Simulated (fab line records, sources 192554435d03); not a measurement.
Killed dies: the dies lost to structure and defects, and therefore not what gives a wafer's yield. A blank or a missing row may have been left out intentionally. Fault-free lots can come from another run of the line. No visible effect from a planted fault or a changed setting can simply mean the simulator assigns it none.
Which tool was responsible?	flow n5-finfet	21 lots with 63 wafers sampled at 6 steps, on a route of 1938 steps

== WHAT THE GAUGES SHOWED, per wafer ==
The record holds no reading of a measuring or inspecting step that can be judged against a usual standard deviation.

== WHICH TOOL RAN EACH LOT (tool, then ch and the chambers of the sampled wafers, then the start) ==
lot	N5_HKMG_FIN_W_FILL_22	N5_GATE_CUT_STRIP_42	N5_GATE_CUT_ETCH_19	N5_MOL_CONTACT_COAG_DESCUM_13	N5_MOL_CONTACT_COAG_ETCH_15	N5_MOL_CONTACT_COAG_CO_FILL_22
L074	cvd-w-01 ch 0,1, day 4 06:13	rie-diel-03 ch 0,2,3, day 4 11:03	rie-diel-03 ch 0,2,3, day 4 11:05	rie-diel-05 ch 1,2,3, day 4 14:44	rie-diel-05 ch 1,2,3, day 4 14:58	cvd-co-02 ch 0,1, day 4 17:49
L077	cvd-w-02 ch 0,1, day 5 02:00	rie-diel-02 ch 0,1,2, day 5 06:46	rie-diel-02 ch 0,1,2, day 5 06:49	rie-diel-05 ch 0,1,3, day 5 11:00	rie-diel-05 ch 0,1,3, day 5 11:13	cvd-co-02 ch 0,1,2, day 5 14:24
L078	cvd-w-02 ch 0,1, day 5 05:23	rie-diel-01 ch 0,2, day 5 10:32	rie-diel-01 ch 0,2, day 5 10:34	rie-diel-04 ch 0,2,3, day 5 14:14	rie-diel-04 ch 0,2,3, day 5 14:27	cvd-co-02 ch 0,1,2, day 5 18:22
L079	cvd-w-02 ch 0,1, day 5 14:28	rie-diel-03 ch 1,2, day 5 19:21	rie-diel-03 ch 1,2, day 5 19:23	rie-diel-04 ch 1,3, day 5 22:58	rie-diel-04 ch 1,3, day 5 23:10	cvd-co-01 ch 0,2, day 6 01:34
L080	cvd-w-02 ch 0,1, day 5 18:28	rie-diel-01 ch 0,2, day 5 23:27	rie-diel-01 ch 0,2, day 5 23:29	rie-diel-04 ch 1,2, day 6 03:05	rie-diel-04 ch 1,2, day 6 03:19	cvd-co-01 ch 0,2, day 6 09:08
L081	cvd-w-02 ch 1, day 6 02:31	rie-diel-01 ch 1,2,3, day 6 07:26	rie-diel-01 ch 1,2,3, day 6 07:28	rie-diel-05 ch 0,1, day 6 10:58	rie-diel-05 ch 0,1, day 6 11:11	cvd-co-01 ch 0, day 6 15:32
L082	cvd-w-02 ch 1, day 6 09:20	rie-diel-03 ch 1,2, day 6 14:16	rie-diel-03 ch 1,2, day 6 14:18	rie-diel-04 ch 0,1,2, day 6 18:26	rie-diel-04 ch 0,1,2, day 6 18:39	cvd-co-02 ch 0,1,2, day 6 20:22
L083	cvd-w-01 ch 0,1, day 6 11:07	rie-diel-03 ch 0,1,2, day 6 15:59	rie-diel-03 ch 0,1,2, day 6 16:01	rie-diel-05 ch 0,1,2, day 6 19:31	rie-diel-05 ch 0,1,2, day 6 19:44	cvd-co-01 ch 0,1, day 6 21:59
L085	cvd-w-02 ch 0,1, day 7 02:19	rie-diel-01 ch 2,3, day 7 07:25	rie-diel-01 ch 2,3, day 7 07:28	rie-diel-06 ch 0,1,3, day 7 11:05	rie-diel-06 ch 0,1,3, day 7 11:18	cvd-co-02 ch 0,1,2, day 7 13:31
L087	cvd-w-01 ch 0,1, day 8 11:22	rie-diel-02 ch 0,2,3, day 8 16:12	rie-diel-02 ch 0,2,3, day 8 16:14	rie-diel-06 ch 0,2,3, day 8 19:47	rie-diel-06 ch 0,2,3, day 8 20:00	cvd-co-02 ch 0,1,2, day 9 00:38
L086	cvd-w-02 ch 0,1, day 8 14:50	rie-diel-01 ch 0,2, day 8 19:40	rie-diel-01 ch 0,2, day 8 19:42	rie-diel-05 ch 0,3, day 9 01:24	rie-diel-05 ch 0,3, day 9 01:44	cvd-co-02 ch 0,2, day 9 05:42
L088	cvd-w-01 ch 0,1, day 8 15:14	rie-diel-01 ch 1,2, day 8 21:41	rie-diel-01 ch 1,2, day 8 21:43	rie-diel-06 ch 1,3, day 9 01:49	rie-diel-06 ch 1,3, day 9 02:02	cvd-co-01 ch 1,2, day 9 06:08
L089	cvd-w-02 ch 0,1, day 8 16:56	rie-diel-02 ch 0,1,2, day 8 23:26	rie-diel-02 ch 0,1,2, day 8 23:29	rie-diel-04 ch 0,1,3, day 9 03:06	rie-diel-04 ch 0,1,3, day 9 03:19	cvd-co-02 ch 0,1,2, day 9 06:40
L090	cvd-w-01 ch 0,1, day 8 17:08	rie-diel-01 ch 0,1,2, day 8 23:50	rie-diel-01 ch 0,1,2, day 8 23:52	rie-diel-04 ch 0,3, day 9 03:30	rie-diel-04 ch 0,3, day 9 03:43	cvd-co-01 ch 0,1, day 9 07:07
L093	cvd-w-02 ch 0,1, day 9 19:58	rie-diel-01 ch 0,1,2, day 10 01:32	rie-diel-01 ch 0,1,2, day 10 01:35	rie-diel-05 ch 0,1,3, day 10 07:11	rie-diel-05 ch 0,1,3, day 10 07:24	cvd-co-01 ch 0,1,2, day 10 09:19
L091	cvd-w-01 ch 0,1, day 10 00:32	rie-diel-02 ch 0,3, day 10 05:20	rie-diel-02 ch 0,3, day 10 05:22	rie-diel-04 ch 0,3, day 10 09:07	rie-diel-04 ch 0,3, day 10 09:20	cvd-co-01 ch 1,2, day 10 11:54
L094	cvd-w-02 ch 0,1, day 10 02:05	rie-diel-01 ch 1,2,3, day 10 08:21	rie-diel-01 ch 1,2,3, day 10 08:23	rie-diel-06 ch 0,1,3, day 10 12:51	rie-diel-06 ch 0,1,3, day 10 13:04	cvd-co-02 ch 0,1,2, day 10 14:52
L095	cvd-w-01 ch 0,1, day 10 04:40	rie-diel-03 ch 0,1,2, day 10 11:01	rie-diel-03 ch 0,1,2, day 10 11:04	rie-diel-06 ch 0,1,2, day 10 14:41	rie-diel-06 ch 0,1,2, day 10 14:54	cvd-co-01 ch 1,2, day 10 16:29
L092	cvd-w-02 ch 0,1, day 10 04:59	rie-diel-01 ch 0,2,3, day 10 11:15	rie-diel-01 ch 0,2,3, day 10 11:17	rie-diel-04 ch 0,1,3, day 10 16:50	rie-diel-04 ch 0,1,3, day 10 17:04	cvd-co-02 ch 0,1,2, day 10 18:52
L096	cvd-w-01 ch 0, day 10 07:11	rie-diel-01 ch 0,2,3, day 10 12:20	rie-diel-01 ch 0,2,3, day 10 12:23	rie-diel-05 ch 0,3, day 10 17:38	rie-diel-05 ch 0,3, day 10 17:52	cvd-co-02 ch 0,2, day 10 19:27
L097	cvd-w-02 ch 0,1, day 10 13:23	rie-diel-03 ch 0,1,2, day 10 19:19	rie-diel-03 ch 0,1,2, day 10 19:22	rie-diel-06 ch 0,1,2, day 10 22:55	rie-diel-06 ch 0,1,2, day 10 23:08	cvd-co-02 ch 0,1,2, day 11 02:16
- N5_HKMG_FIN_W_FILL_22: material W, target thk 60 nm, time 18.2 s.
- N5_GATE_CUT_STRIP_42: strips in O2.
- N5_GATE_CUT_ETCH_19: etches SiNx in CH3F/O2, target depth 53.7 nm, time 76.7 s.
- N5_MOL_CONTACT_COAG_DESCUM_13: chemistry O2, time 7 s.
- N5_MOL_CONTACT_COAG_ETCH_15: etches SiNx in CH3F/O2, stops on Si:P, target depth 7 nm.
- N5_MOL_CONTACT_COAG_CO_FILL_22: material Co, precursor CCTBA/H2, target thk 20 nm.

== WHAT THE TOOLS THEMSELVES READ (means of the sampled wafers that have a number; where no wafer has one, the mark that the record gives instead) ==
N5_HKMG_FIN_W_FILL_22. Usual: heater-power-outer-w 549 W, standard deviation 62; heater-power-w 896 W, standard deviation 110; throttle-valve-pct 19.5 %, standard deviation 0.51.
lot	tool	heater-power-outer-w (W)	heater-power-w (W)	throttle-valve-pct (%)	flag
L074	cvd-w-01	459	764	19.2	
L077	cvd-w-02	583	915	19.6	
L078	cvd-w-02	581	923	19.5	
L079	cvd-w-02	590	977	19.7	
L080	cvd-w-02	589	970	19.6	
L081	cvd-w-02	602	1028	19.7	
L082	cvd-w-02	598	1023	19.7	
L083	cvd-w-01	467	790	18.9	
L085	cvd-w-02	604	975	19.8	
L087	cvd-w-01	461	798	19.0	
L086	cvd-w-02	592	965	19.8	
L088	cvd-w-01	468	786	18.9	
L089	cvd-w-02	600	981	19.7	
L090	cvd-w-01	461	755	19.5	
L093	cvd-w-02	592	982	20.0	
L091	cvd-w-01	471	797	18.9	
L094	cvd-w-02	595	984	19.9	
L095	cvd-w-01	461	766	19.5	
L092	cvd-w-02	601	980	19.9	
L096	cvd-w-01	483	833	18.7	
L097	cvd-w-02	581	924	19.7	

N5_GATE_CUT_STRIP_42. Usual: drypump-motor-current-A 5.8 A, standard deviation 0.49; oes-product-au 0.81 a.u., standard deviation 0.091; rf-vpp-V 3.6 V, standard deviation 0.43; showerhead-plenum-p-Torr 2.10 Torr, standard deviation 0.066; throttle-valve-pct 16.55 %, standard deviation 0.27.
lot	tool	drypump-motor-current-A (A)	oes-product-au (a.u.)	rf-vpp-V (V)	showerhead-plenum-p-Torr (Torr)	throttle-valve-pct (%)	flag
L074	rie-diel-03	5.8	0.75	3.4	2.12	16.51	
L077	rie-diel-02	5.7	0.70	3.7	2.03	16.92	
L078	rie-diel-01	6.2	0.87	3.2	2.12	16.37	
L079	rie-diel-03	5.9	0.76	2.9	2.13	16.67	
L080	rie-diel-01	6.2	0.86	3.6	2.12	16.37	
L081	rie-diel-01	5.6	0.85	3.8	2.15	16.43	
L082	rie-diel-03	5.9	0.75	3.8	2.13	16.68	
L083	rie-diel-03	5.6	0.77	3.1	2.13	16.64	
L085	rie-diel-01	5.5	0.75	3.8	2.10	16.66	
L087	rie-diel-02	6.1	0.86	3.0	2.03	16.60	
L086	rie-diel-01	6.0	0.85	3.4	2.12	16.45	
L088	rie-diel-01	5.7	0.87	3.5	2.16	16.36	
L089	rie-diel-02	5.7	0.86	3.5	2.03	16.66	
L090	rie-diel-01	6.0	0.85	3.7	2.15	16.35	
L093	rie-diel-01	6.0	0.84	3.7	2.15	16.35	
L091	rie-diel-02	5.8	0.84	3.8	2.03	16.56	
L094	rie-diel-01	5.6	0.89	3.6	2.14	16.32	
L095	rie-diel-03	5.6	0.74	3.7	2.12	16.68	
L092	rie-diel-01	5.8	0.86	3.7	2.10	16.40	
L096	rie-diel-01	5.9	0.86	3.2	2.10	16.39	
L097	rie-diel-03	5.6	0.74	3.6	2.12	16.69	

N5_GATE_CUT_ETCH_19. Usual: O2_flow_sccm 20.00 sccm, standard deviation 0.06; drypump-motor-current-A 5.8 A, standard deviation 0.49; etch-rf-on-time-s 76.7 s, standard deviation 1.3; oes-product-au 0.69 a.u., standard deviation 0.078; rf-vpp-V 295 V, standard deviation 4.6; showerhead-plenum-p-Torr 2.01 Torr, standard deviation 0.056; throttle-valve-pct 16.2 %, standard deviation 0.31.
lot	tool	O2_flow_sccm (sccm)	drypump-motor-current-A (A)	etch-rf-on-time-s (s)	oes-product-au (a.u.)	rf-vpp-V (V)	showerhead-plenum-p-Torr (Torr)	throttle-valve-pct (%)	flag
L074	rie-diel-03	20.01	5.8	76.3	0.65	294	2.03	16.2	
L077	rie-diel-02	19.99	5.7	78.1	0.60	292	1.96	16.7	
L078	rie-diel-01	20.03	6.2	76.1	0.74	294	2.02	16.0	
L079	rie-diel-03	20.03	5.9	76.7	0.65	292	2.04	16.4	
L080	rie-diel-01	20.00	6.2	75.8	0.74	294	2.02	16.0	
L081	rie-diel-01	19.92	5.7	74.9	0.72	297	2.05	16.1	
L082	rie-diel-03	20.04	5.9	77.2	0.63	292	2.04	16.4	
L083	rie-diel-03	20.00	5.6	77.2	0.65	294	2.03	16.3	
L085	rie-diel-01	19.99	5.5	76.0	0.64	302	1.99	16.3	
L087	rie-diel-02	19.99	6.1	76.1	0.73	296	1.94	16.3	
L086	rie-diel-01	20.03	5.9	78.1	0.71	297	2.02	16.2	
L088	rie-diel-01	20.01	5.7	75.9	0.74	295	2.06	16.1	
L089	rie-diel-02	20.12	5.7	76.5	0.73	292	1.95	16.4	
L090	rie-diel-01	19.97	6.0	75.4	0.74	294	2.05	16.0	
L093	rie-diel-01	20.06	6.0	77.4	0.72	294	2.05	16.0	
L091	rie-diel-02	19.99	5.8	75.6	0.71	295	1.94	16.3	
L094	rie-diel-01	19.99	5.6	75.9	0.76	298	2.04	16.0	
L095	rie-diel-03	20.00	5.6	78.3	0.62	293	2.02	16.4	
L092	rie-diel-01	19.98	5.8	76.3	0.73	298	2.00	16.1	
L096	rie-diel-01	20.02	5.8	76.8	0.73	299	2.00	16.1	
L097	rie-diel-03	20.05	5.6	78.0	0.63	294	2.02	16.4	

N5_MOL_CONTACT_COAG_DESCUM_13. Usual: drypump-motor-current-A 5.6 A, standard deviation 0.48; oes-product-au 0.78 a.u., standard deviation 0.084; rf-vpp-V 243.4 V, standard deviation 1.6; showerhead-plenum-p-Torr 2.12 Torr, standard deviation 0.08; throttle-valve-pct 20.45 %, standard deviation 0.27.
lot	tool	drypump-motor-current-A (A)	oes-product-au (a.u.)	rf-vpp-V (V)	showerhead-plenum-p-Torr (Torr)	throttle-valve-pct (%)	flag
L074	rie-diel-05	5.3	0.70	243.6	2.10	20.63	
L077	rie-diel-05	5.7	0.73	244.1	2.11	20.64	
L078	rie-diel-04	5.4	0.83	243.2	2.08	20.39	
L079	rie-diel-04	5.8	0.77	243.4	2.06	20.39	
L080	rie-diel-04	5.9	0.77	244.3	2.16	20.26	
L081	rie-diel-05	5.6	0.72	242.2	2.11	20.70	
L082	rie-diel-04	5.5	0.80	243.4	2.14	20.26	
L083	rie-diel-05	5.6	0.81	244.2	2.13	20.38	
L085	rie-diel-06	5.9	0.84	243.9	2.15	20.51	
L087	rie-diel-06	5.6	0.79	244.4	2.16	20.41	
L086	rie-diel-05	6.1	0.73	242.6	2.04	20.50	
L088	rie-diel-06	5.9	0.78	243.8	2.14	20.64	
L089	rie-diel-04	5.5	0.77	242.4	2.09	20.29	
L090	rie-diel-04	5.1	0.80	243.4	2.07	20.30	
L093	rie-diel-05	5.7	0.79	243.9	2.10	20.59	
L091	rie-diel-04	5.5	0.77	243.4	2.03	20.46	
L094	rie-diel-06	5.9	0.81	244.0	2.14	20.52	
L095	rie-diel-06	5.5	0.89	243.0	2.10	20.26	
L092	rie-diel-04	5.5	0.76	243.6	2.08	20.31	
L096	rie-diel-05	5.8	0.69	243.4	2.10	20.68	
L097	rie-diel-06	5.5	0.88	243.5	2.09	20.26	

N5_MOL_CONTACT_COAG_ETCH_15. Usual: O2_flow_sccm 20.00 sccm, standard deviation 0.058; drypump-motor-current-A 5.6 A, standard deviation 0.48; oes-product-au 0.57 a.u., standard deviation 0.056; rf-vpp-V 301 V, standard deviation 7.2; showerhead-plenum-p-Torr 2.02 Torr, standard deviation 0.073; throttle-valve-pct 16.35 %, standard deviation 0.25.
lot	tool	O2_flow_sccm (sccm)	drypump-motor-current-A (A)	oes-product-au (a.u.)	rf-vpp-V (V)	showerhead-plenum-p-Torr (Torr)	throttle-valve-pct (%)	flag
L074	rie-diel-05	20.00	5.3	0.51	300	2.00	16.54	
L077	rie-diel-05	20.01	5.7	0.54	301	2.01	16.55	
L078	rie-diel-04	19.98	5.4	0.60	305	2.00	16.31	
L079	rie-diel-04	20.00	5.8	0.57	302	1.97	16.35	
L080	rie-diel-04	19.94	5.9	0.57	307	2.06	16.18	
L081	rie-diel-05	20.00	5.6	0.53	304	2.02	16.63	
L082	rie-diel-04	20.03	5.5	0.59	308	2.04	16.18	
L083	rie-diel-05	19.99	5.6	0.60	300	2.04	16.31	
L085	rie-diel-06	19.97	5.9	0.61	297	2.05	16.37	
L087	rie-diel-06	20.00	5.6	0.58	295	2.06	16.26	
L086	rie-diel-05	19.99	6.1	0.54	296	1.96	16.44	
L088	rie-diel-06	19.99	6.0	0.57	298	2.04	16.42	
L089	rie-diel-04	20.00	5.5	0.57	306	2.00	16.25	
L090	rie-diel-04	19.97	5.1	0.59	305	1.98	16.24	
L093	rie-diel-05	20.03	5.7	0.58	300	2.00	16.47	
L091	rie-diel-04	20.01	5.4	0.57	300	1.95	16.40	
L094	rie-diel-06	19.98	5.9	0.58	296	2.04	16.42	
L095	rie-diel-06	19.98	5.5	0.65	300	2.00	16.14	
L092	rie-diel-04	19.97	5.4	0.55	306	2.00	16.28	
L096	rie-diel-05	19.99	5.8	0.51	297	1.99	16.58	
L097	rie-diel-06	20.01	5.5	0.64	300	2.00	16.14	

N5_MOL_CONTACT_COAG_CO_FILL_22. Usual: heater-power-outer-w 130 W, standard deviation 11; heater-power-w 238 W, standard deviation 19.
lot	tool	heater-power-outer-w (W)	heater-power-w (W)	flag
L074	cvd-co-02	138	256	
L077	cvd-co-02	136	251	
L078	cvd-co-02	136	253	
L079	cvd-co-01	121	218	
L080	cvd-co-01	120	223	
L081	cvd-co-01	119	223	
L082	cvd-co-02	134	253	
L083	cvd-co-01	124	220	
L085	cvd-co-02	137	250	
L087	cvd-co-02	136	251	
L086	cvd-co-02	132	244	
L088	cvd-co-01	124	219	
L089	cvd-co-02	135	251	
L090	cvd-co-01	120	224	
L093	cvd-co-01	124	223	
L091	cvd-co-01	124	220	
L094	cvd-co-02	137	254	
L095	cvd-co-01	124	220	
L092	cvd-co-02	137	250	
L096	cvd-co-02	127	243	
L097	cvd-co-02	135	249	

== THE ANSWER, worked out from the rows above alone ==
Rule: take the mean of a lot's wafers that have a number; if it is more than 3 standard deviations from the usual mean, the lot is off. Also off: a lot with no number at a reading for which 4 or more lots have one. Any other lot the step has rows for is counted as sound. Order of review: gauges by route order, followed by the tools' own readings, for which a lot's mean as printed above is used. At the first step where some lot is off, the reading lying furthest off is the one used; lots without a number count as furthest.
Nothing can be told from this: no lot is off at any reading shown.

== WHAT THE SIMULATOR HAD PUT IN ==
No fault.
